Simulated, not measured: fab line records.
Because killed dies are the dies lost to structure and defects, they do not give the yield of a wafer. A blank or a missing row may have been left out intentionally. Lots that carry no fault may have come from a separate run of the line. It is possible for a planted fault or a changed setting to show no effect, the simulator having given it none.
fab line records	flow nandHarc
record: lots: 24	wafers: 72	lastDay: 33
route steps=1302 shown A_CONTACT@1094 A_BLC@1132 A_M1@1182 A_BONDPAD@1220
lots that met no fault: from a run of the same line without faults
startH: hours from the record's first day to the start of the lot's first wafer shown	waitH: time in hours since the lot's previous step	" unchanged from the row above	L1.1+2: one row covering several wafers at once	- no value present, or no start provided	* or withheld: withheld	< > ~ a bound
route shown NAME@n: names a module that has steps shown in the file, with the first one's number in the route	usual: the fault-free wafers' mean and standard deviation	same: alike in all rows	chamber/n: place in a boat	sites: per-site readings	_std_site: the standard deviation of these	_edge_site: inner sites' mean taken away from outer sites' mean	radiusMm: for every site, how far away it sits from the centre of the wafer	mask NAME#n: copy n	behind: tool/chamber where the wafer was last shaped	hold: the reason the lot was held/the length of the hold in hours/how it ended	device: the transistor (n, p or np) that didn't switch	end of line: the tests these same wafers got at the end of their route	step lacking rows: just its recipe	killed: not the wafer's yield, but the dies lost to structure and defects at the first sort	map: a wafer's dies, x killed, . not, _ none there
set.NAME: setting as actually run; set.NAME@STEP: the setting as run at that earlier step	model.NAME: the simulator's own value behind a step, which no gauge read
route steps across a sampled set of lots; one table per step, one row per wafer
services: the hour from which a tool's chamber was out of use, counted from the record's first day as startH (under 0 if before that day), plus the number of hours and why
== steps ==
step: NHARC_A_CONTACT_CD_MEAS_15
usual: cdNm: 189.9/0.76
lot.wafer	tool	chamber	startH	waitH	cdNm
L074.3	cdSem-03	-	524.83	-	190.1
L074.4	"	-	"	"	190.4
L074.5	"	-	"	"	190.0
L075.1	cdSem-01	-	535.52	-	189.5
L075.4	"	-	"	"	190.0
L075.5	"	-	"	"	190.3
L076.1	cdSem-01	-	544.88	-	188.5
L076.3	"	-	"	"	188.5
L076.4	"	-	"	"	189.7
L078.1	cdSem-01	-	550.67	-	191.0
L078.4	"	-	"	"	191.5
L078.6	"	-	"	"	190.4
L077.2	cdSem-03	-	551.11	-	190.3
L077.4	"	-	"	"	188.7
L077.6	"	-	"	"	190.0
L079.1	cdSem-02	-	556.90	-	189.7
L079.2	"	-	"	"	190.6
L079.6	"	-	"	"	189.1
L080.1	cdSem-02	-	573.05	-	189.4
L080.2	"	-	"	"	189.0
L080.3	"	-	"	"	189.8
L081.1	cdSem-02	-	576.22	-	190.7
L081.3	"	-	"	"	190.3
L081.5	"	-	"	"	189.7
L082.1	cdSem-03	-	597.78	-	189.0
L082.3	"	-	"	"	189.2
L082.4	"	-	"	"	189.1
L083.2	cdSem-02	-	620.36	-	189.5
L083.4	"	-	"	"	190.2
L083.5	"	-	"	"	190.3
L084.1	cdSem-02	-	625.99	-	188.8
L084.3	"	-	"	"	189.4
L084.4	"	-	"	"	189.8
L085.2	cdSem-01	-	627.64	-	189.5
L085.3	"	-	"	"	189.3
L085.6	"	-	"	"	189.5
L086.1	cdSem-03	-	649.96	-	190.0
L086.4	"	-	"	"	189.4
L086.6	"	-	"	"	190.5
L087.1	cdSem-01	-	653.69	-	191.2
L087.3	"	-	"	"	190.1
L087.4	"	-	"	"	190.8
L088.3	cdSem-01	-	659.39	-	190.2
L088.4	"	-	"	"	190.0
L088.6	"	-	"	"	190.3
L089.1	cdSem-02	-	665.46	-	190.7
L089.2	"	-	"	"	189.6
L089.6	"	-	"	"	188.8
L090.3	cdSem-01	-	667.15	-	191.2
L090.4	"	-	"	"	190.2
L090.5	"	-	"	"	191.0
L091.1	cdSem-03	-	683.67	-	190.1
L091.2	"	-	"	"	190.8
L091.6	"	-	"	"	190.5
L092.1	cdSem-03	-	684.97	-	190.7
L092.2	"	-	"	"	189.7
L092.6	"	-	"	"	190.4
L093.1	cdSem-01	-	699.69	-	190.2
L093.5	"	-	"	"	189.8
L093.6	"	-	"	"	191.1
L095.1	cdSem-02	-	714.18	-	188.9
L095.3	"	-	"	"	188.8
L095.5	"	-	"	"	188.7
L096.1	cdSem-01	-	715.81	-	189.6
L096.2	"	-	"	"	190.3
L096.4	"	-	"	"	190.7
L094.1	cdSem-03	-	728.25	-	189.0
L094.4	"	-	"	"	190.4
L094.6	"	-	"	"	188.9
L097.1	cdSem-03	-	740.65	-	190.2
L097.4	"	-	"	"	189.5
L097.6	"	-	"	"	190.1
step: NHARC_A_BLC_CVD_24
recipe: targetThkA: 1500	tempC: 300	pressureTorr: 40	wf6FlowSccm: 40	h2FlowSccm: 1600	arFlowSccm: 1560	timeS: 434	material: W
usual: heaterPowerOuterW: 267/29	heaterPowerW: 498/43	throttleValvePct: 8.15/0.2
lot.wafer	tool	chamber	startH	waitH	heaterPowerOuterW	heaterPowerW	throttleValvePct
L074.3	cvdW-02	0	-	-	257	458	8.34
L074.4	"	1	"	"	319	551	8.35
L074.5	"	0	"	"	250	465	8.19
L075.1	cvdW-02	1	-	-	320	566	8.45
L075.4	"	0	"	"	247	461	8.25
L075.5	"	0	"	"	249	462	8.24
L076.1	cvdW-02	0	-	-	248	463	8.12
L076.3	"	0	"	"	247	458	7.98
L076.4	"	1	"	"	315	569	8.59
L078.1	cvdW-02	0	-	-	251	468	8.13
L078.4	"	0	"	"	250	454	8.19
L078.6	"	0	"	"	248	459	8.20
L077.2	cvdW-02	1	-	-	312	565	8.41
L077.4	"	0	"	"	251	452	8.25
L077.6	"	0	"	"	248	447	7.80
L079.1	cvdW-01	0	-	-	235	445	7.95
L079.2	"	1	"	"	286	522	8.09
L079.6	"	1	"	"	279	520	8.13
L080.1	cvdW-01	0	-	-	232	441	7.94
L080.2	"	1	"	"	282	536	8.18
L080.3	"	0	"	"	229	443	8.04
L081.1	cvdW-01	1	-	-	278	543	8.22
L081.3	"	1	"	"	279	529	8.24
L081.5	"	0	"	"	225	433	8.08
L082.1	cvdW-01	0	-	-	228	444	8.21
L082.3	"	0	"	"	226	444	8.02
L082.4	"	1	"	"	283	542	8.16
L083.2	cvdW-01	1	-	-	284	531	8.07
L083.4	"	1	"	"	283	535	8.21
L083.5	"	0	"	"	232	437	7.90
L084.1	cvdW-01	1	-	-	284	535	8.03
L084.4	"	0	"	"	224	453	8.28
L084.3	"	1	"	"	281	526	8.19
L085.2	cvdW-01	0	-	-	232	444	7.98
L085.3	"	1	"	"	288	550	8.40
L085.6	"	0	"	"	235	444	7.98
L086.1	cvdW-02	0	-	-	251	488	7.89
L086.4	"	0	"	"	252	471	8.11
L086.6	"	1	"	"	292	528	8.09
L087.1	cvdW-02	1	-	-	288	537	8.26
L087.4	"	0	"	"	260	475	8.42
L087.3	"	1	"	"	294	530	8.21
L088.4	cvdW-02	0	-	-	253	471	7.97
L088.3	"	1	"	"	298	538	8.05
L088.6	"	1	"	"	290	525	8.15
L089.1	cvdW-02	1	-	-	299	535	8.13
L089.2	"	0	"	"	256	471	7.95
L089.6	"	0	"	"	251	481	7.91
L090.3	cvdW-01	1	-	-	283	540	8.11
L090.4	"	0	"	"	228	443	7.93
L090.5	"	0	"	"	228	442	8.45
L091.1	cvdW-02	1	-	-	296	536	8.19
L091.2	"	0	"	"	262	477	7.99
L091.6	"	1	"	"	297	532	8.17
L092.1	cvdW-01	0	-	-	229	445	8.17
L092.2	"	1	"	"	280	531	8.27
L092.6	"	1	"	"	282	519	8.42
L093.1	cvdW-02	1	-	-	298	537	7.91
L093.6	"	0	"	"	253	481	8.13
L093.5	"	1	"	"	301	529	8.26
L095.1	cvdW-01	0	-	-	226	451	7.96
L095.3	"	0	"	"	225	443	8.01
L095.5	"	0	"	"	234	438	8.16
L096.1	cvdW-02	1	-	-	297	535	8.17
L096.2	"	0	"	"	258	476	8.10
L096.4	"	0	"	"	260	483	7.86
L094.1	cvdW-02	0	-	-	252	473	8.13
L094.4	"	0	"	"	258	482	8.20
L094.6	"	1	"	"	308	539	8.14
L097.1	cvdW-01	0	-	-	223	440	7.94
L097.4	"	0	"	"	229	429	7.98
L097.6	"	0	"	"	225	431	7.93
step: NHARC_A_M1_DESCUM_14
recipe: timeS: 3	o2FlowSccm: 200	arFlowSccm: 0	biasPowerW: 0	chemistry: O2
usual: chamberPressureMTorr: 60.00/0.056	drypumpMotorCurrentA: 6.0/0.43	oesProductAu: 1.002/0.015	rfVppV: 57.7/0.89	showerheadPlenumPTorr: 1.89/0.072	throttleValvePct: 11.311/0.0091
same: biasPowerW: 0
lot.wafer	tool	chamber	startH	waitH	chamberPressureMTorr	drypumpMotorCurrentA	oesProductAu	rfHoursCounterH	rfVppV	showerheadPlenumPTorr	throttleValvePct
L074.4	rieDiel-11	0	535.90	0.1	60.01	5.7	1.016	2.2	57.1	1.89	11.301
L074.3	"	3	"	"	59.97	6.4	1.009	2.1	56.0	1.83	11.316
L074.5	"	0	"	"	60.01	5.7	1.020	-	58.7	1.89	11.300
L075.4	rieDiel-13	3	549.74	0.1	60.01	6.3	0.987	1.0	58.5	1.86	11.304
L075.1	"	2	"	"	59.96	6.1	1.022	1.1	57.9	1.95	11.310
L075.5	"	0	"	"	59.88	5.8	1.007	-	57.9	2.04	11.327
L076.1	rieDiel-11	3	556.30	0.1	60.00	6.4	1.016	2.7	56.3	1.83	11.292
L076.3	"	0	"	"	60.07	5.7	1.024	2.7	58.0	1.89	11.306
L076.4	"	2	"	"	59.99	5.6	1.000	2.7	59.1	1.88	11.316
L078.4	rieDiel-11	2	561.88	0.1	60.03	5.6	0.995	2.8	57.5	1.88	11.312
L078.1	"	0	"	"	59.94	5.7	1.013	2.8	56.7	1.89	11.300
L078.6	"	2	"	"	59.96	5.6	1.004	-	56.4	1.88	11.315
L077.2	rieDiel-11	3	562.56	0.1	60.07	6.4	1.018	2.8	58.1	1.83	11.304
L077.4	"	0	"	"	59.93	5.7	1.012	2.9	56.8	1.89	11.307
L077.6	"	2	"	"	60.06	5.6	1.021	-	58.7	1.88	11.306
L079.1	rieDiel-01	3	568.01	0.1	59.99	5.3	1.005	0	57.8	2.05	11.311
L079.2	"	1	"	"	59.99	5.7	0.981	0	57.0	1.80	11.321
L079.6	"	2	"	"	60.03	5.7	1.023	-	56.5	1.78	11.315
L080.3	rieDiel-11	1	584.76	0.1	59.95	6.5	1.000	3.5	59.0	1.94	11.313
L080.2	"	2	"	"	59.91	5.6	1.012	3.4	58.0	1.88	11.309
L080.1	"	3	"	"	60.07	6.4	1.023	3.6	58.5	1.83	11.305
L081.1	rieDiel-11	1	587.77	0.1	60.06	6.5	1.014	3.6	57.0	1.94	11.305
L081.3	"	2	"	"	60.06	5.6	1.012	3.5	59.4	1.88	11.321
L081.5	"	0	"	"	59.99	5.7	1.006	-	56.6	1.89	11.313
L082.3	rieDiel-01	2	609.06	0.1	60.01	5.6	1.022	2.0	58.4	1.78	11.309
L082.1	"	3	"	"	59.97	5.2	0.986	1.8	57.5	2.05	11.319
L082.4	"	0	"	"	60.06	6.5	1.001	1.8	57.3	1.89	11.308
L083.4	rieDiel-11	2	631.66	0.1	60.05	5.6	1.010	0.5	58.0	1.88	11.299
L083.2	"	0	"	"	59.99	5.7	0.998	0.3	57.6	1.89	11.305
L083.5	"	2	"	"	59.99	5.6	1.014	-	58.1	1.88	11.313
L084.1	rieDiel-11	3	637.37	0.1	59.93	6.4	1.018	0.4	57.1	1.83	11.305
L084.4	"	0	"	"	60.04	5.7	0.981	0.4	56.0	1.89	11.295
L084.3	"	1	"	"	60.02	6.5	0.977	0.5	57.2	1.94	11.318
L085.3	rieDiel-11	1	639.75	0.1	60.01	6.5	0.982	0.6	57.7	1.94	11.305
L085.2	"	2	"	"	59.93	5.6	1.015	0.6	59.9	1.88	11.309
L085.6	"	0	"	"	60.03	5.7	1.010	-	57.4	1.89	11.309
L086.1	rieDiel-01	0	661.69	0.1	59.96	6.5	0.992	4.5	58.2	1.89	11.302
L086.4	"	3	"	"	60.02	5.2	1.000	4.7	58.7	2.05	11.322
L086.6	"	0	"	"	60.05	6.5	0.990	-	57.3	1.89	11.321
L087.3	rieDiel-11	2	664.86	0.1	59.91	5.6	1.009	1.2	57.5	1.88	11.312
L087.4	"	3	"	"	60.07	6.4	1.025	1.2	56.0	1.83	11.306
L087.1	"	0	"	"	59.99	5.7	1.001	1.3	58.5	1.89	11.303
L088.4	rieDiel-01	0	670.52	0.1	60.00	6.5	1.000	4.8	58.2	1.89	11.329
L088.3	"	2	"	"	59.99	5.7	0.999	5.0	56.1	1.78	11.309
L088.6	"	0	"	"	59.98	6.5	1.000	-	59.0	1.89	11.311
L089.1	rieDiel-11	0	676.75	0.1	59.96	5.7	0.991	1.7	57.9	1.89	11.299
L089.2	"	3	"	"	60.07	6.4	1.014	1.8	57.6	1.83	11.314
L089.6	"	1	"	"	59.97	6.5	0.975	-	57.9	1.94	11.306
L090.3	rieDiel-13	2	678.85	0.1	59.93	6.1	1.014	7.3	58.2	1.95	11.315
L090.4	"	0	"	"	60.12	5.8	0.999	7.2	59.4	2.04	11.302
L090.5	"	1	"	"	60.02	5.9	0.980	-	56.5	1.90	11.311
L091.1	rieDiel-11	2	695.27	0.1	59.95	5.6	1.011	2.4	57.1	1.88	11.301
L091.2	"	3	"	"	59.96	6.4	1.025	2.4	57.8	1.83	11.312
L091.6	"	1	"	"	60.04	6.5	0.989	-	56.5	1.94	11.310
L092.2	rieDiel-01	1	696.65	0.1	59.94	5.7	0.983	6.5	56.4	1.80	11.319
L092.1	"	2	"	"	59.95	5.7	1.017	6.3	56.0	1.78	11.306
L092.6	"	1	"	"	60.07	5.7	0.983	-	57.3	1.80	11.312
L093.1	rieDiel-01	1	710.67	0.1	59.90	5.7	0.996	6.8	57.1	1.80	11.310
L093.5	"	0	"	"	60.18	6.5	1.013	-	57.9	1.89	11.314
L093.6	"	1	"	"	60.01	5.7	0.979	-	58.4	1.80	11.309
L095.1	rieDiel-13	0	725.62	0.1	60.03	5.8	0.999	1.6	58.9	2.04	11.324
L095.3	"	3	"	"	59.91	6.3	1.009	1.6	58.5	1.86	11.307
L095.5	"	0	"	"	59.98	5.8	0.997	-	57.4	2.04	11.319
L096.2	rieDiel-01	3	727.26	0.1	59.97	5.3	0.999	7.6	58.6	2.04	11.309
L096.1	"	0	"	"	60.00	6.5	0.998	7.8	58.1	1.89	11.302
L096.4	"	1	"	"	59.96	5.7	0.977	7.8	56.0	1.80	11.312
L094.1	rieDiel-11	2	739.65	0.1	60.03	5.6	1.007	3.6	57.5	1.88	11.320
L094.6	"	3	"	"	59.96	6.4	1.014	-	57.2	1.83	11.303
L094.4	"	2	"	"	60.04	5.6	1.019	-	58.4	1.88	11.314
L097.4	rieDiel-11	1	752.21	0.1	60.01	6.5	0.992	3.5	55.8	1.94	11.308
L097.1	"	2	"	"	60.02	5.6	1.003	3.8	56.9	1.88	11.312
L097.6	"	0	"	"	59.95	5.7	0.992	-	57.2	1.89	11.308
step: NHARC_A_M1_PVD_20
recipe: targetThkA: 50	biasV: 168.6	powerW: 15000	chamberPressurePa: 0.12	timeS: 8.06	substrateTempC: 50	material: TaN
usual: cathodeDcPowerW: 15000/3	throttleValvePct: 29.7/0.94
lot.wafer	tool	chamber	startH	waitH	cathodeDcPowerW	throttleValvePct
L074.3	pvdSputter-02	-	-	-	15003	28.4
L074.4	"	-	"	"	14999	31.1
L074.5	"	-	"	"	15001	29.5
L075.4	pvdSputter-01	-	-	-	14997	29.6
L075.1	"	-	"	"	15002	31.6
L075.5	"	-	"	"	15000	29.6
L076.4	pvdSputter-03	-	-	-	14997	30.1
L076.1	"	-	"	"	14997	29.7
L076.3	"	-	"	"	14996	29.4
L078.1	pvdSputter-03	-	-	-	15000	29.9
L078.4	"	-	"	"	15002	30.6
L078.6	"	-	"	"	14999	29.9
L077.2	pvdSputter-01	-	-	-	15002	27.8
L077.4	"	-	"	"	15003	29.3
L077.6	"	-	"	"	14997	27.9
L079.2	pvdSputter-03	-	-	-	14994	31.1
L079.1	"	-	"	"	14995	29.8
L079.6	"	-	"	"	15003	29.1
L080.3	pvdSputter-03	-	-	-	14999	30.7
L080.2	"	-	"	"	14999	29.6
L080.1	"	-	"	"	14999	29.9
L081.3	pvdSputter-03	-	-	-	14999	30.5
L081.1	"	-	"	"	14996	29.9
L081.5	"	-	"	"	14997	30.7
L082.1	pvdSputter-01	-	-	-	14996	28.8
L082.4	"	-	"	"	14997	31.5
L082.3	"	-	"	"	15003	30.3
L083.2	pvdSputter-02	-	-	-	14999	28.3
L083.4	"	-	"	"	15004	29.3
L083.5	"	-	"	"	14999	28.6
L084.3	pvdSputter-01	-	-	-	14997	31.8
L084.1	"	-	"	"	14997	28.3
L084.4	"	-	"	"	15000	28.8
L085.2	pvdSputter-01	-	-	-	14998	30.5
L085.3	"	-	"	"	14998	29.1
L085.6	"	-	"	"	14994	28.3
L086.4	pvdSputter-01	-	-	-	15005	29.1
L086.1	"	-	"	"	15004	28.3
L086.6	"	-	"	"	15003	31.5
L087.4	pvdSputter-01	-	-	-	14999	30.2
L087.3	"	-	"	"	14996	28.4
L087.1	"	-	"	"	15004	28.9
L088.4	pvdSputter-02	-	-	-	14995	28.7
L088.3	"	-	"	"	14995	30.0
L088.6	"	-	"	"	14999	29.9
L089.1	pvdSputter-03	-	-	-	15002	29.7
L089.2	"	-	"	"	14997	30.7
L089.6	"	-	"	"	14999	29.8
L090.4	pvdSputter-02	-	-	-	14999	30.2
L090.3	"	-	"	"	15001	29.0
L090.5	"	-	"	"	15005	29.2
L091.2	pvdSputter-03	-	-	-	15003	30.0
L091.1	"	-	"	"	14996	29.6
L091.6	"	-	"	"	14998	30.1
L092.2	pvdSputter-01	-	-	-	15003	28.3
L092.1	"	-	"	"	15000	29.9
L092.6	"	-	"	"	14994	28.6
L093.1	pvdSputter-02	-	-	-	15001	28.9
L093.6	"	-	"	"	14999	29.8
L093.5	"	-	"	"	14996	29.2
L095.3	pvdSputter-03	-	-	-	15002	30.7
L095.1	"	-	"	"	14998	30.8
L095.5	"	-	"	"	15001	29.7
L096.4	pvdSputter-02	-	-	-	15005	28.9
L096.2	"	-	"	"	15000	28.6
L096.1	"	-	"	"	15001	29.6
L094.4	pvdSputter-03	-	-	-	15000	29.9
L094.1	"	-	"	"	15004	31.0
L094.6	"	-	"	"	14999	30.1
L097.4	pvdSputter-02	-	-	-	14997	30.0
L097.1	"	-	"	"	14998	29.2
L097.6	"	-	"	"	15002	30.1
step: NHARC_A_M1_PRE_CLEAN_32
recipe: timeS: 12	tempC: 370	rfPowerW: 300	gas: NH3
usual: heaterPowerOuterW: 379/47	heaterPowerW: 642/78
lot.wafer	tool	chamber	startH	waitH	heaterPowerOuterW	heaterPowerW
L074.3	pecvd-01	2	538.54	0.1	462	777
L074.5	"	0	"	"	410	680
L074.4	"	1	"	"	384	617
L075.1	pecvd-02	2	552.43	0.1	383	696
L075.4	"	0	"	"	291	533
L075.5	"	1	"	"	331	519
L076.1	pecvd-02	2	558.98	0.1	445	781
L076.3	"	0	"	"	361	610
L076.4	"	0	"	"	354	621
L078.1	pecvd-01	2	564.55	0.1	451	739
L078.6	"	0	"	"	381	647
L078.4	"	1	"	"	341	556
L077.2	pecvd-04	1	565.18	0.1	353	619
L077.4	"	1	"	"	358	608
L077.6	"	0	"	"	376	659
L079.2	pecvd-04	1	570.65	0.1	315	556
L079.1	"	2	"	"	322	617
L079.6	"	0	"	"	339	627
L080.3	pecvd-01	0	587.47	0.1	351	598
L080.2	"	1	"	"	410	646
L080.1	"	2	"	"	398	667
L081.3	pecvd-01	0	590.55	0.1	390	649
L081.1	"	1	"	"	388	618
L081.5	"	1	"	"	392	615
L082.1	pecvd-04	0	611.69	0.1	367	681
L082.3	"	1	"	"	337	579
L082.4	"	0	"	"	361	670
L083.2	pecvd-01	0	635.53	1.3	413	690
L083.4	"	0	"	"	398	690
L083.5	"	2	"	"	458	734
L084.3	pecvd-01	1	640.02	0.1	423	649
L084.1	"	2	"	"	452	752
L084.4	"	2	"	"	444	738
L085.2	pecvd-01	0	642.40	0.1	377	619
L085.3	"	1	"	"	409	643
L085.6	"	0	"	"	370	621
L086.1	pecvd-02	1	664.56	0.3	347	530
L086.6	"	2	"	"	461	836
L086.4	"	0	"	"	344	595
L087.3	pecvd-01	0	667.51	0.1	395	653
L087.1	"	1	"	"	406	637
L087.4	"	1	"	"	412	647
L088.3	pecvd-02	1	673.20	0.1	392	593
L088.6	"	2	"	"	431	771
L088.4	"	0	"	"	280	504
L089.1	pecvd-04	0	679.60	0.2	399	715
L089.2	"	1	"	"	388	648
L089.6	"	0	"	"	403	705
L090.3	pecvd-02	2	681.52	0.1	423	768
L090.4	"	2	"	"	417	760
L090.5	"	0	"	"	358	605
L091.1	pecvd-04	0	697.93	0.1	360	643
L091.2	"	2	"	"	306	590
L091.6	"	1	"	"	385	661
L092.2	pecvd-02	1	699.31	0.1	339	524
L092.1	"	2	"	"	429	764
L092.6	"	1	"	"	341	519
L093.1	pecvd-02	0	713.30	0.1	345	609
L093.5	"	0	"	"	343	615
L093.6	"	1	"	"	331	517
L095.3	pecvd-01	0	728.32	0.1	422	683
L095.1	"	2	"	"	421	696
L095.5	"	0	"	"	418	688
L096.1	pecvd-02	0	729.90	0.1	317	571
L096.2	"	2	"	"	454	802
L096.4	"	1	"	"	398	621
L094.1	pecvd-04	0	742.36	0.1	380	668
L094.6	"	2	"	"	305	603
L094.4	"	1	"	"	373	632
L097.1	pecvd-02	2	754.88	0.1	385	716
L097.4	"	1	"	"	357	549
L097.6	"	2	"	"	388	716
step: NHARC_A_BONDPAD_ETCH_12
recipe: targetDepthA: 2200	timeS: 110	chf3FlowSccm: 50	o2FlowSccm: 10	arFlowSccm: 200	rfW: 500	biasW: 200	chemistry: CHF3/O2
usual: chamberPressureMTorr: 25.000/0.021	drypumpMotorCurrentA: 5.7/0.41	oesProductAu: 0.950/0.027	rfVppV: 369.1/2.3	showerheadPlenumPTorr: 2.34/0.1	throttleValvePct: 20.573/0.0088
lot.wafer	tool	chamber	startH	waitH	chamberPressureMTorr	drypumpMotorCurrentA	oesProductAu	rfHoursCounterH	rfVppV	showerheadPlenumPTorr	throttleValvePct
L074.3	rieDiel-08	3	-	-	25.015	5.8	0.908	6	373.6	2.52	20.568
L074.4	"	1	"	"	25.031	5.1	0.948	6	367.6	2.25	20.567
L074.5	"	0	"	"	25.025	6.3	0.929	-	367.4	2.24	20.578
L075.4	rieDiel-08	2	-	-	25.004	5.6	0.975	0	370.1	2.35	20.572
L075.1	"	3	"	"	25.009	5.8	0.971	0	373.4	2.52	20.542
L075.5	"	2	"	"	24.999	5.7	0.979	-	370.2	2.35	20.563
L076.1	rieDiel-08	3	-	-	24.969	5.8	0.965	0	372.4	2.52	20.579
L076.3	"	0	"	"	25.006	6.3	0.979	0	367.8	2.24	20.576
L076.4	"	1	"	"	24.977	5.1	1.012	0	367.2	2.25	20.564
L078.1	rieDiel-08	0	-	-	24.975	6.3	0.975	1	366.6	2.24	20.588
L078.4	"	3	"	"	24.973	5.8	0.971	1	371.5	2.52	20.572
L078.6	"	0	"	"	24.986	6.3	0.966	-	367.6	2.24	20.571
L077.4	rieDiel-08	3	-	-	25.018	5.8	0.959	1	372.3	2.52	20.585
L077.2	"	2	"	"	24.992	5.7	0.950	1	369.6	2.35	20.583
L077.6	"	3	"	"	25.002	5.8	0.962	-	371.7	2.52	20.565
L079.1	rieDiel-08	1	-	-	25.016	5.2	0.992	1	367.5	2.25	20.578
L079.2	"	3	"	"	25.014	5.8	0.968	1	375.4	2.52	20.595
L079.6	"	1	"	"	24.961	5.2	0.983	-	367.6	2.25	20.572
L080.3	rieDiel-12	1	-	-	24.973	5.9	0.919	19	369.7	2.37	20.581
L080.1	"	2	"	"	25.016	5.7	0.943	20	366.1	2.25	20.572
L080.2	"	0	"	"	25.012	4.9	0.915	22	368.6	2.30	20.567
L081.1	rieDiel-08	3	-	-	24.981	5.8	0.975	2	370.4	2.52	20.567
L081.3	"	2	"	"	24.960	5.6	0.942	1	369.5	2.35	20.574
L081.5	"	0	"	"	24.991	6.3	0.981	-	367.0	2.24	20.577
L082.4	rieDiel-03	3	-	-	24.982	5.8	0.909	54	369.6	2.30	20.592
L082.3	"	0	"	"	24.983	6.1	0.924	41	368.0	2.29	20.578
L082.1	"	1	"	"	25.024	5.6	0.941	41	370.5	2.43	20.570
L083.2	rieDiel-08	0	-	-	24.998	6.3	0.972	3	366.5	2.24	20.565
L083.4	"	3	"	"	24.991	5.8	0.969	2	373.5	2.52	20.573
L083.5	"	0	"	"	25.017	6.3	0.957	-	367.6	2.24	20.573
L084.3	rieDiel-12	3	-	-	25.004	5.9	0.976	2	372.3	2.47	20.569
L084.1	"	0	"	"	24.995	4.9	0.964	3	367.9	2.30	20.567
L084.4	"	1	"	"	25.018	5.9	0.950	2	368.7	2.37	20.565
L085.3	rieDiel-12	1	-	-	24.973	5.9	0.956	4	369.4	2.37	20.578
L085.2	"	0	"	"	24.968	4.9	0.969	4	368.7	2.30	20.575
L085.6	"	1	"	"	25.027	5.9	0.959	-	370.3	2.37	20.571
L086.1	rieDiel-08	0	-	-	25.013	6.3	0.935	4	367.6	2.24	20.575
L086.4	"	1	"	"	24.989	5.1	0.949	4	366.4	2.25	20.583
L086.6	"	3	"	"	24.997	5.8	0.953	-	373.5	2.52	20.568
L087.4	rieDiel-12	0	-	-	24.970	4.9	0.926	10	368.3	2.30	20.566
L087.1	"	2	"	"	25.008	5.7	0.926	10	366.9	2.24	20.574
L087.3	"	3	"	"	24.971	5.9	0.908	10	371.8	2.47	20.556
L088.3	rieDiel-08	1	-	-	25.006	5.1	1.000	5	367.6	2.25	20.572
L088.4	"	2	"	"	25.015	5.7	0.946	4	369.8	2.35	20.579
L088.6	"	3	"	"	24.988	5.8	0.951	-	373.1	2.51	20.596
L089.1	rieDiel-08	1	-	-	25.026	5.1	0.971	5	367.8	2.25	20.565
L089.2	"	3	"	"	25.028	5.8	0.942	4	372.1	2.51	20.581
L089.6	"	0	"	"	24.981	6.3	0.941	-	368.3	2.24	20.586
L090.4	rieDiel-08	3	-	-	25.008	5.8	0.952	4	373.3	2.51	20.582
L090.3	"	1	"	"	25.012	5.2	0.996	5	368.5	2.25	20.569
L090.5	"	2	"	"	25.014	5.6	0.936	-	369.6	2.35	20.564
L091.2	rieDiel-08	0	-	-	25.023	6.3	0.929	5	365.8	2.24	20.564
L091.1	"	1	"	"	25.004	5.1	0.946	5	366.3	2.25	20.573
L091.6	"	3	"	"	25.001	5.8	0.921	-	373.5	2.51	20.569
L092.1	rieDiel-12	0	-	-	24.994	4.9	0.988	14	368.0	2.30	20.578
L092.2	"	1	"	"	25.006	5.9	0.963	15	370.0	2.36	20.578
L092.6	"	3	"	"	24.984	5.9	0.966	-	372.1	2.47	20.570
L093.1	rieDiel-12	0	-	-	25.026	4.9	0.945	16	368.1	2.30	20.575
L093.6	"	1	"	"	24.995	5.9	0.912	-	369.7	2.36	20.561
L093.5	"	2	"	"	24.973	5.7	0.928	-	366.7	2.24	20.557
L095.1	rieDiel-03	0	-	-	25.004	6.1	0.929	33	369.3	2.27	20.553
L095.3	"	2	"	"	25.026	6.0	0.915	30	370.6	2.41	20.578
L095.5	"	0	"	"	25.005	6.1	0.929	-	368.0	2.27	20.560
L096.2	rieDiel-12	0	-	-	24.972	4.9	0.946	18	368.1	2.30	20.572
L096.4	"	1	"	"	24.987	6.0	0.909	19	370.6	2.36	20.567
L096.1	"	2	"	"	24.999	5.7	0.937	21	368.2	2.24	20.575
L094.1	rieDiel-03	0	-	-	24.999	6.2	0.928	36	367.6	2.27	20.562
L094.6	"	0	"	"	25.025	6.1	0.938	-	367.1	2.27	20.576
L094.4	"	3	"	"	24.989	5.9	0.928	-	368.2	2.28	20.558
L097.1	rieDiel-08	1	-	-	25.000	5.2	0.933	1	367.0	2.25	20.568
L097.4	"	3	"	"	25.017	5.8	0.918	1	373.4	2.51	20.575
L097.6	"	0	"	"	25.043	6.3	0.929	-	367.0	2.24	20.551
== services ==
tool	chamber	startH	hours	kind
cvdW-01	0	515.50	3.3	repair
pvdSputter-03	-	526.04	10.0	pm
rieDiel-12	1	533.72	14.0	repair
rieDiel-08	-	544.80	9.0	pm
cvdW-01	-	547.00	13.0	pm
rieDiel-11	2	557.73	3.9	repair
rieDiel-01	-	557.80	9.0	pm
pvdSputter-02	-	558.72	4.1	repair
pvdSputter-03	-	569.74	2.8	repair
pvdSputter-01	-	580.09	11.7	repair
pvdSputter-01	-	591.83	10.0	pm
rieDiel-08	3	607.30	8.4	repair
rieDiel-11	-	609.51	9.0	pm
pecvd-02	-	628.76	13.0	pm
cvdW-02	-	631.00	13.0	pm
pvdSputter-01	-	643.25	2.5	repair
pecvd-01	-	673.22	13.0	pm
pvdSputter-01	-	701.79	1.4	repair
pvdSputter-03	-	704.04	10.0	pm
rieDiel-08	-	707.97	0.4	repair
pvdSputter-03	-	721.76	3.4	repair
rieDiel-08	-	721.80	9.0	pm
cvdW-01	-	728.30	13.0	pm
rieDiel-11	1	737.29	6.2	repair
== key ==
fault none
